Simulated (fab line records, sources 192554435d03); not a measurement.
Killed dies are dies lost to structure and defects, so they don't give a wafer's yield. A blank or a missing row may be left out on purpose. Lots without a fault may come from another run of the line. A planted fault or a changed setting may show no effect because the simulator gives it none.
fab line records | flow n5_finfet
record lots=4 wafers=10 last_day=17
route steps=1938 shown BEOL_M0_SAQP@646 BEOL_M4@1111 PASSIVATION@1936
lots that met no fault: from a run of the same line without faults
start_h: hours from the record's first day to the start of the lot's first wafer shown | wait_h: hours since the lot's step before | " the same as in the row above | L1.1+2: a row that stands for several wafers | - no value, or no start given | * or withheld: withheld | < > ~ a bound
route shown NAME@n: a module of which the file shows steps, and the number in the route of the first | usual: mean/standard deviation of fault-free wafers | same: alike in all rows | chamber/n: place in a boat | sites: the reading at each site | _std_site: their standard deviation | _edge_site: outer sites' mean less inner sites' | radius_mm: how far each site lies from the wafer's centre | mask NAME#n: copy n | behind: the tool/chamber that last shaped the wafer | hold: why the lot was held/for how many hours/how that ended | device: the transistor (n, p or np) that didn't switch | end of line: the same wafers' tests at the end of the route | a step without rows: its recipe alone | killed: dies lost to structure and defects at the first sort, not the wafer's yield | map: a wafer's dies, x killed, . not, _ none there
set.NAME: the setting as run; set.NAME@STEP: as run at that earlier step | model.NAME: the simulator's own value behind a step, which no gauge read
lots at some steps of the route; a table a step, a row a wafer
services: from which hour (start_h, from the record's first day; less than 0 if before it) a tool's chamber was out of use, for how many hours, and why
## steps
# step N5_BEOL_M0_SAQP_EXPOSE_11
# recipe mask_id=M0_CORE na=1.35 source_shape=dipole sigma_inner=0.538 sigma_outer=0.738 polarization=te target_cd_nm=42 dose_mj=55
# step N5_BEOL_M0_SAQP_PEB_12
# recipe peb_temp_c=withheld peb_time_s=60 resist=CAR-ArF
# step N5_BEOL_M0_SAQP_DEVELOP_13
# recipe develop_time_s=30 developer=TMAH resist=CAR-ArF dev_temp_c=23 rinse_liquid=diw dry=air_spin
# step N5_BEOL_M0_SAQP_DESCUM_19
# recipe chemistry=O2 time_s=7.9 source_power_w=50 bias_power_w=20 pressure_mtorr=20 rf_frequency_hz=2.712e+07 temp_c=40 resist=CAR-ArF o2_flow_sccm=225
# step N5_BEOL_M0_SAQP_ETCH_83
# recipe chemistry=CF4 target=SiARC target_depth_a=390 mask_material=CAR-ArF time_s=65 ion_energy_ev=80 pressure_mtorr=40 source_w=545 bias_w=36 Ar_flow_sccm=100 cf4_flow_sccm=100 ends=cleared
# step N5_BEOL_M0_SAQP_ETCH_84
# recipe chemistry=N2/H2 target=SOC target_depth_a=1000 overetch_a=200 mask_material=SiARC temp_c=40 time_s=150 ion_energy_ev=200 pressure_mtorr=30 source_w=840 bias_w=150 n2_flow_sccm=200 h2_flow_sccm=200
# step N5_BEOL_M0_SAQP_STRIP_80
# recipe chemistry=N2/H2 temp_c=40 n2_flow_sccm=200 h2_flow_sccm=200 rf_frequency_hz=6e+07
# step N5_BEOL_M0_SAQP_HM_OPEN_112
# recipe chemistry=CHF3/O2 target=SiO2 stop_on=a-Si target_depth_a=120 over_etch_frac=1.25 mask_material=SOC time_s=13.5 pressure_mtorr=30 source_w=650 bias_w=170 Ar_flow_sccm=200 CHF3_flow_sccm=50 O2_flow_sccm=5 ion_energy_ev=200 ends=end_point
# step N5_BEOL_M0_SAQP_STRIP_113
# recipe chemistry=CHF3/O2 resist=SiARC rf_frequency_hz=6e+07
# step N5_BEOL_M0_SAQP_MANDREL_ETCH_20
# recipe target_depth_a=600 chemistry=HBr/Cl2 target=a-Si stop_on=SiNx bt_time_s=10 mask_material=SOC over_etch_frac=0.5 time_s=30 pressure_mtorr=10 icp_w=800 bias_w=75 HBr_flow_sccm=150 Cl2_flow_sccm=80 ends=end_point
# usual HBr_flow_sccm=150.0/0.42 drypump_motor_current_A=5.7/0.36 he_backside_leak_sccm=2.74/0.17 oes_product_au=0.764/0.011 throttle_valve_pct=35.44/0.26
# columns lot.wafer tool chamber start_h wait_h HBr_flow_sccm drypump_motor_current_A he_backside_leak_sccm oes_product_au rf_hours_counter_h throttle_valve_pct model.SOC_of_BEOL_M0_SAQP_COAT_81.thk_nm model.SiNx_of_BEOL_M0_SAQP_PECVD_97.thk_nm
L461.1 rie_si-06 1 138.20 0.0 150.4 6.0 2.66 0.761 140 35.23 69.4 14
L461.3 " 2 " " 150.4 5.2 2.71 0.764 152 35.71 76.4 18
L463.1 rie_si-06 3 143.39 0.0 149.1 5.5 2.75 0.769 121 35.71 68.2 14.2
L463.5 " 1 " " 149.8 6.0 2.71 0.771 - 35.21 69.4 14.6
L476.2 rie_si-04 2 219.68 0.0 150.1 5.7 2.76 0.757 56 35.53 76.4 17.8
L476.3 " 1 " " 150.6 5.5 2.91 0.776 145 35.58 76.4 17.8
L476.6 " 0 " " 149.9 5.6 2.89 0.764 - 35.29 76.4 18.4
L477.2 rie_si-06 0 223.22 0.0 149.7 5.4 2.73 0.749 144 35.11 76.4 18.2
L477.3 " 3 " " 150.1 5.5 2.77 0.777 122 35.70 76.2 18.4
L477.5 " 3 " " 150.3 5.6 2.81 0.764 - 35.70 76.6 18.6
# step N5_BEOL_M0_SAQP_STRIP_86
# recipe chemistry=N2/H2 power_w=500 temp_c=40 pressure_mtorr=50 rf_frequency_hz=6e+07 overash_fraction=0.3 bias_power_w=28 h2_frac=0.5 n2_flow_sccm=300 h2_flow_sccm=300
# step N5_BEOL_M0_SAQP_STRIP_115
# recipe chemistry=post_etch_residue_remover time_s=60 temp_c=25 remover_ph=withheld remover_water_wt_pct=withheld remover_fluoride_wt_pct=withheld
# step N5_BEOL_M0_SAQP_SRD_93
# recipe dry=ipa_marangoni time_s=30 temp_c=23 rinse_liquid=diw
# step N5_BEOL_M0_SAQP_RECESS_114
# recipe chemistry=HF/NH3 target=SiO2 target_depth_a=144 afs_cycles=3 temp_c=30 sublimation_temp_c=180 sublimation_time_s=60
# step N5_BEOL_M0_SAQP_SPACER1_ALD_98
# recipe material=SiO2 target_thk_a=128 temp_c=300 ald_precursor_family=BDEAS ald_co_reactant=O2-plasma pulse_time_s=1 purge_time_s=2 co_reactant_purge_time_s=2 ald_cycles=138 pressure_torr=2
# step N5_BEOL_M0_SAQP_SPACER1_ETCHBACK_99
# recipe chemistry=CHF3/O2 mode=anisotropic_etchback target=SiO2 target_depth_a=154 time_s=7.7 pressure_mtorr=30 source_w=650 bias_w=170 Ar_flow_sccm=200 CHF3_flow_sccm=50 O2_flow_sccm=5 ion_energy_ev=200
# step N5_BEOL_M0_SAQP_MANDREL1_REMOVE_100
# recipe chemistry=HBr/Cl2/O2 bt_time_s=10 target=a-Si stop_on=SiNx endpoint=OES-SiCl over_etch_frac=0.85 icp_w=600 bias_w=30 HBr_flow_sccm=150 Cl2_flow_sccm=80 O2_flow_sccm=5 pressure_mtorr=10
# step N5_BEOL_M0_SAQP_ETCH_101
# recipe chemistry=CH3F/O2 target=SiNx mask_material=SiO2 target_depth_a=299 time_s=42.7 pressure_mtorr=30 source_w=395 bias_w=73 Ar_flow_sccm=150 CH3F_flow_sccm=30 O2_flow_sccm=20 ion_energy_ev=120
# step N5_BEOL_M0_SAQP_ETCH_102
# recipe chemistry=CF4 target=SiO2 target_depth_a=40 ion_energy_ev=350 time_s=4.4 pressure_mtorr=10 icp_w=800 bias_w=400 cf4_flow_sccm=80
# step N5_BEOL_M0_SAQP_MANDREL_ETCH_103
# recipe chemistry=HBr/Cl2 target=a-Si target_depth_a=450 bt_time_s=10 stop_on=SiCN mask_material=SiO2 over_etch_frac=0.8 time_s=27 pressure_mtorr=10 icp_w=800 bias_w=75 HBr_flow_sccm=150 Cl2_flow_sccm=80 ends=end_point
# step N5_BEOL_M0_SAQP_RECESS_104
# recipe chemistry=HF/NH3 target=SiO2 target_depth_a=180 afs_cycles=3 temp_c=30 sublimation_temp_c=180 sublimation_time_s=60
# step N5_BEOL_M0_SAQP_COAT_105
# recipe resist=SOC temp_c=250 time_s=60 spin_rpm=1500 resist_thk_nm=100
# step N5_BEOL_M0_SAQP_ETCH_106
# recipe chemistry=N2/H2 target=SOC target_depth_a=1500 stop_on=SiNx ion_energy_ev=100 bias_w=61 pressure_mtorr=30 source_w=850 n2_flow_sccm=200 h2_flow_sccm=200
# usual drypump_motor_current_A=5.8/0.54 oes_product_au=0.74/0.077 rf_vpp_V=240.5/1.2 showerhead_plenum_p_Torr=2.54/0.078 throttle_valve_pct=17.94/0.23
# columns lot.wafer tool chamber start_h wait_h drypump_motor_current_A oes_product_au rf_hours_counter_h rf_vpp_V showerhead_plenum_p_Torr throttle_valve_pct model.SiNx_of_BEOL_M0_SAQP_PECVD_97.thk_nm
L461.1 rie_diel-04 3 140.87 - 5.7 0.70 228 238.3 2.40 18.11 11.2
L461.3 " 1 " " 6.6 0.77 149 238.0 2.44 18.02 15
L463.1 rie_diel-05 3 145.69 - 5.6 0.71 190 240.8 2.52 18.25 11.2
L463.5 " 2 " " 5.5 0.69 - 239.9 2.51 17.90 11.6
L476.2 rie_diel-02 1 221.94 - 5.9 0.91 20 243.1 2.72 17.47 15
L476.3 " 0 " " 6.0 0.69 226 241.8 2.51 18.33 15
L476.6 " 1 " " 5.9 0.91 - 243.1 2.72 17.46 15.4
L477.2 rie_diel-02 2 225.37 - 5.6 0.73 148 240.5 2.55 17.65 15.2
L477.3 " 0 " " 6.0 0.69 227 241.1 2.51 18.33 15.6
L477.5 " 1 " " 5.9 0.91 - 243.8 2.72 17.47 15.6
# step N5_BEOL_M0_SAQP_ETCH_107
# recipe chemistry=CH3F/O2 target=SiNx target_depth_a=300 mask_material=SOC pressure_mtorr=30 source_w=395 bias_w=73 Ar_flow_sccm=150 CH3F_flow_sccm=30 O2_flow_sccm=20 ion_energy_ev=120
# step N5_BEOL_M4_RC_MEAS_101
# usual DIBL_N=36.3/1.2 DIBL_P=36.3/1.4 IOFF_N=0.157/0.02 IOFF_P=0.22/0.033 ION_N=675/9.6 ION_P=465/8.2 SS_N=71.4/0.45 SS_P=73.3/0.54 VT_N=249.8/2.5 VT_P=-249/3.2
# columns lot.wafer tool chamber start_h wait_h DIBL_N[mV/V] DIBL_P[mV/V] IOFF_N[nA/um] IOFF_P[nA/um] ION_N[uA/um] ION_P[uA/um] SS_N[mV/dec] SS_P[mV/dec] VT_N[mV] VT_P[mV]
L461.1 prober-01 0 215.64 0.0 36.5 35.2 0.145 0.20 677 465 71.7 73.1 253.5 -251
L461.3 " 0 " " 37.9 36.4 0.161 0.22 665 458 71.9 73.6 247.9 -249
L463.1 prober-02 0 231.35 0.0 36.4 36.1 0.146 0.20 672 464 71.4 73.2 250.4 -252
L463.5 " 0 " " 35.3 35.2 0.132 0.19 666 464 71.2 72.3 252.5 -252
L476.2 prober-01 0 299.91 0.2 35.5 34.6 0.132 0.16 658 449 70.8 73.6 253.1 -259
L476.3 " 0 " " 36.5 35.0 0.150 0.17 660 447 71.7 73.3 251.5 -254
L476.6 " 0 " " 35.5 34.3 0.132 0.16 661 449 71.6 74.4 254.8 -259
L477.2 prober-02 0 300.73 0.3 35.4 37.1 0.135 0.20 657 460 70.9 73.3 252.2 -251
L477.3 " 0 " " 35.1 36.5 0.133 0.19 666 462 70.9 72.7 251.8 -251
L477.5 " 0 " " 35.0 36.3 0.129 0.20 663 465 71.1 72.6 252.5 -251
# step N5_PASSIVATION_PROBE_49
# usual defect_limited_yield=91.1/1.4 killed_at_M0_to_M3=33/10 killed_at_M4_up=15/5.8 killed_at_contacts=13/5.9 killed_at_front_end=39/11 killed_at_other=4/3.6 killed_dies=105/16 killed_open=68/11 killed_short=34/7.8 sort_bin_5_function=5.2/0.88 sort_bin_6_memory=3.3/0.61 sort_n_pass=1075/16 sort_yield_pct=91.1/1.4
# same gross_dies=1180 killed_at_back_side=0 sort_bin_4_leakage[%]=0 sort_bin_8_speed[%]=0
# columns lot.wafer tool chamber start_h wait_h defect_limited_yield[%] killed_at_M0_to_M3 killed_at_M4_up killed_at_contacts killed_at_front_end killed_at_other killed_dies killed_open killed_short sort_bin_5_function[%] sort_bin_6_memory[%] sort_n_pass sort_yield_pct[%]
L461.3 prober-01 - 311.18 0.1 90.4 37 18 13 42 3 113 82 29 5.8 3.6 1067 90.4
L463.1 prober-01 - 340.65 0.0 90.0 27 15 27 44 5 118 83 34 6.7 2.9 1062 90.0
L463.5 prober-01 - 340.85 0.2 90.3 30 17 20 40 7 114 75 38 5.8 3.3 1066 90.3
L476.2 prober-02 - 402.35 0.1 92.3 22 17 15 33 4 91 59 31 4.3 3.2 1089 92.3
L476.3 prober-02 - 402.40 0.1 90.8 41 21 10 34 2 108 67 39 5.6 3.2 1072 90.8
L476.6 prober-02 - 402.55 0.3 88.7 42 29 25 34 3 133 92 38 6.6 4.2 1047 88.7
L477.2 prober-02 - 408.46 0.1 89.8 25 17 22 55 1 120 83 36 6.1 3.6 1060 89.8
L477.3 prober-02 - 408.51 0.1 89.3 28 15 17 65 1 126 87 37 6.6 3.7 1054 89.3
L477.5 prober-02 - 408.61 0.2 89.5 39 19 26 35 5 124 94 30 6.4 4.0 1056 89.5
# killed by level:class
L461.3 FIN_SAQP:geometric_particle:open=14 STI_FIN_REVEAL:geometric_particle:open=11 BEOL_M0_SAQP:geometric_particle:open=10 MOL_CONTACT_COAG:geometric_particle:open=9 BEOL_M0_SAQP:geometric_particle:short=9 FIN_SAQP:geometric_particle:short=8 BEOL_M1:geometric_particle:open=5 DUMMY_GATE:geometric_particle:open=4
L463.1 MOL_CONTACT_COAG:geometric_particle:open=20 FIN_SAQP:geometric_particle:open=16 STI_FIN_REVEAL:geometric_particle:open=8 FIN_SAQP:geometric_particle:short=7 BEOL_M5:geometric_particle:open=7 MOL_CONTACT_COAG:geometric_particle:short=7 BEOL_M0_SAQP:geometric_particle:open=6 BEOL_M3:geometric_particle:open=5
L463.5 MOL_CONTACT_COAG:geometric_particle:open=13 FIN_SAQP:geometric_particle:open=9 BEOL_M1:geometric_particle:open=9 BEOL_M2:geometric_particle:open=7 MOL_CONTACT_COAG:geometric_particle:short=6 FIN_SAQP:geometric_particle:short=5 DUMMY_GATE:geometric_particle:open=5 BEOL_M5:geometric_particle:short=5
L476.2 MOL_CONTACT_COAG:geometric_particle:open=12 FIN_SAQP:geometric_particle:short=9 STI_FIN_REVEAL:geometric_particle:open=7 BEOL_M4:geometric_particle:open=7 BEOL_M0_SAQP:geometric_particle:short=6 BEOL_M1:geometric_particle:open=6 BEOL_M0_SAQP:geometric_particle:open=5 STARTING-WAFER:geometric_particle:open=5
L476.3 BEOL_M3:geometric_particle:open=15 BEOL_M4:geometric_particle:open=9 BEOL_M0_SAQP:geometric_particle:short=8 FIN_SAQP:geometric_particle:short=7 STI_FIN_REVEAL:geometric_particle:open=7 MOL_CONTACT_COAG:geometric_particle:open=6 BEOL_M0:geometric_particle:open=4 GATE_CUT:geometric_particle:open=4
L476.6 MOL_CONTACT_COAG:geometric_particle:open=21 BEOL_M4:geometric_particle:open=13 BEOL_M0_SAQP:geometric_particle:short=11 STI_FIN_REVEAL:geometric_particle:open=9 BEOL_M0_SAQP:geometric_particle:open=9 BEOL_M1:geometric_particle:open=7 BEOL_M3:geometric_particle:open=7 BEOL_M4:geometric_particle:short=7
L477.2 FIN_SAQP:geometric_particle:open=19 MOL_CONTACT_COAG:geometric_particle:open=18 BEOL_M0_SAQP:geometric_particle:open=7 BEOL_M3:geometric_particle:open=7 BEOL_M6:geometric_particle:open=7 FIN_SAQP:geometric_particle:short=6 DUMMY_GATE:geometric_particle:open=6 BEOL_M0_SAQP:geometric_particle:short=6
L477.3 FIN_SAQP:geometric_particle:open=22 MOL_CONTACT_COAG:geometric_particle:open=14 BEOL_M3:geometric_particle:open=9 FIN_SAQP:geometric_particle:short=8 DUMMY_GATE:geometric_particle:open=7 STARTING-WAFER:geometric_particle:short=6 ILD0:geometric_particle:short=6 BEOL_M4:geometric_particle:open=5
L477.5 MOL_CONTACT_COAG:geometric_particle:open=23 BEOL_M2:geometric_particle:open=13 BEOL_M1:geometric_particle:open=9 BEOL_M4:geometric_particle:open=9 FIN_SAQP:geometric_particle:short=5 FIN_SAQP:geometric_particle:open=5 GATE_CUT:geometric_particle:open=5 BEOL_M5:geometric_particle:open=5
## services
# columns tool chamber start_h hours kind
rie_diel-02 1 137.73 - clean
rie_diel-02 1 137.73 - consumable_replace:focus_ring
rie_diel-02 1 137.73 - consumable_replace:showerhead
rie_diel-02 - 139.51 0.9 repair
rie_si-04 3 148.11 34.1 repair
rie_si-04 1 171.52 1.6 repair
rie_diel-02 0 202.66 7.8 repair
rie_diel-02 2 206.69 6.6 repair
rie_diel-05 2 209.91 - clean
rie_diel-05 2 209.91 - consumable_replace:focus_ring
rie_diel-05 2 209.91 14.9 scheduled_down
rie_diel-05 2 209.91 14.9 vent_cycle
rie_diel-04 3 210.24 - clean
rie_diel-04 3 210.24 - consumable_replace:focus_ring
rie_diel-04 3 210.24 - consumable_replace:showerhead
rie_diel-04 3 210.24 16.8 scheduled_down
rie_diel-04 3 210.24 16.8 vent_cycle
## key
first_sign none at tools or gauges
model_effect step=N5_BEOL_M0_SAQP_MANDREL_ETCH_20 value=SOC_of_BEOL_M0_SAQP_COAT_81.thk_nm without=76.33 struck=69
model_effect step=N5_BEOL_M0_SAQP_ETCH_106 value=SiNx_of_BEOL_M0_SAQP_PECVD_97.thk_nm without=15.27 struck=11.33
met_at N5_BEOL_M0_SAQP_MANDREL_ETCH_20
struck_wafers L461.1,L463.1,L463.5
fault kind=process_parameter_drift tool=rie_si-06 chamber=- onset_h=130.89 steps=N5_BEOL_M0_SAQP_MANDREL_ETCH_20 channel=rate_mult offset=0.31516 shape=step end_h=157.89 scope=struck_wafers_only
